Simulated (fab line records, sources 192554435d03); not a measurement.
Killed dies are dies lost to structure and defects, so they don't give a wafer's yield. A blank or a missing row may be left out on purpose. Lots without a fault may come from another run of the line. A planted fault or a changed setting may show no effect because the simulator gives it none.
A struck lot beside a sound one | flow n5_finfet | 16 steps out of a route of 1938
Sound: wafers L331.1, L331.4, L331.6. Struck: wafer L335.1. (L335.4, L335.5 of the same lot were not struck and are left out.) The cause comes at the end.
At each step with rows: each side's tool, then ch and its chambers, then its first start. Under that, the readings that differ: sound wafers | struck wafers | difference of the means | sigmas: that difference in standard deviations of wafers without a fault.
alike: readings whose means differ by less than 2 such deviations, and words and numbers that are the same on both sides. not compared: withheld readings, readings that some wafer has no value for, bounds like >300 that may hide the same value, and numbers for which the record gives no deviation and whose values overlap.
The two part at a step that has a row with sigmas, a row that says differs or no value, or rows on one side only. Numbers that don't overlap but have no deviation are shown without sigmas and don't part them. A reading that every wafer of one side lacks parts them only if that side has two wafers or more.

first, 1 step without rows for these wafers: N5_BEOL_M4_ETCH_41 (etches SiCN in CH3F/O2, target depth 29.9 nm, time 52.5 s).
N5_BEOL_M4_STRIP_97: strips in N2/H2, time 10 s.
  sound on rie_diel-04 ch 0,1; struck on rie_diel-06 ch 3
  reading                     | sound          | struck | difference | sigmas
  drypump_motor_current_A (A) | 5.43 6.03 6.05 | 5.28   | -0.56      | -2
  alike: bias_power_w, oes_product_au, rf_vpp_V, showerhead_plenum_p_Torr, throttle_valve_pct
  not compared: rf_hours_counter_h
N5_BEOL_M4_OCD_MEAS_38:
  sound on ocd-02, day 10 12:54; struck on ocd-01, day 11 04:17
  alike: trench_depth_nm
then, 4 steps without rows for these wafers: N5_BEOL_M4_HM_STRIP_39 (strips TiN in peroxide tin strip, target depth 25 nm, time 158 s); N5_BEOL_M4_SRD_40 (time 30 s); N5_BEOL_M4_PRECLEAN_42 (cleans in residue remover, time 60 s); N5_BEOL_M4_SRD_43 (time 30 s).
N5_BEOL_M4_CD_MEAS_35: target cd 18 nm, target cd y 22.4 nm.
  sound on cd_sem-03, day 10 13:03; struck on cd_sem-01, day 11 04:26
  alike: cd_nm
N5_BEOL_M4_DEGAS_44: time 60 s.
  sound on pvd_sputter-03, day 10 13:27; struck on pvd_sputter-03, day 11 05:01
  alike: heater_power_w
then, 1 step without rows for these wafers: N5_BEOL_M4_PRE_CLEAN_45 (time 30 s).
N5_BEOL_M4_ALD_84: deposits TaN, pulse time 2 s, purge time 3 s, co reactant purge time 2 s.
  sound on ald_metal-02 ch 0,1,2, day 10 13:33; struck on ald_metal-03 ch 3, day 11 05:07
  alike: heater_power_w
N5_BEOL_M4_SURFACE_TREAT_85:
  sound on pvd_sputter-03, day 10 13:53; struck on pvd_sputter-02, day 11 05:22
  not compared: throttle_valve_pct
N5_BEOL_M4_CVD_47: deposits Co from CCTBA/H2, target thk 3 nm, time 223.8 s.
  sound on cvd_co-02 ch 0,1, day 10 14:11; struck on cvd_co-02 ch 2, day 11 05:25
  reading          | sound             | struck | difference | sigmas
  run_length_s (s) | 246.5 247.0 246.7 | 132.1  | -114.6     | -99 or more
N5_BEOL_M4_SPUTTER_48: material Cu, target thk 4.5 nm, time 8.29 s.
  sound on pvd_sputter-01, day 10 15:41; struck on pvd_sputter-02, day 11 05:40
  alike: chuck_gas_flow_sccm, throttle_valve_pct
N5_BEOL_M4_RC_MEAS_101:
  sound on prober-01 ch 0, day 10 20:59; struck on prober-01 ch 0, day 11 09:58
  alike: DIBL_N, DIBL_P, IOFF_N, IOFF_P, ION_N, ION_P, SS_N, SS_P, VT_N, VT_P
N5_PASSIVATION_PROBE_49:
  the record has rows for the sound wafers here (prober-02, day 15 13:10) and none for the struck ones

WHERE THEY PART
First at N5_BEOL_M4_STRIP_97; last, within this record, at N5_PASSIVATION_PROBE_49.

WHY: what the simulator had put in
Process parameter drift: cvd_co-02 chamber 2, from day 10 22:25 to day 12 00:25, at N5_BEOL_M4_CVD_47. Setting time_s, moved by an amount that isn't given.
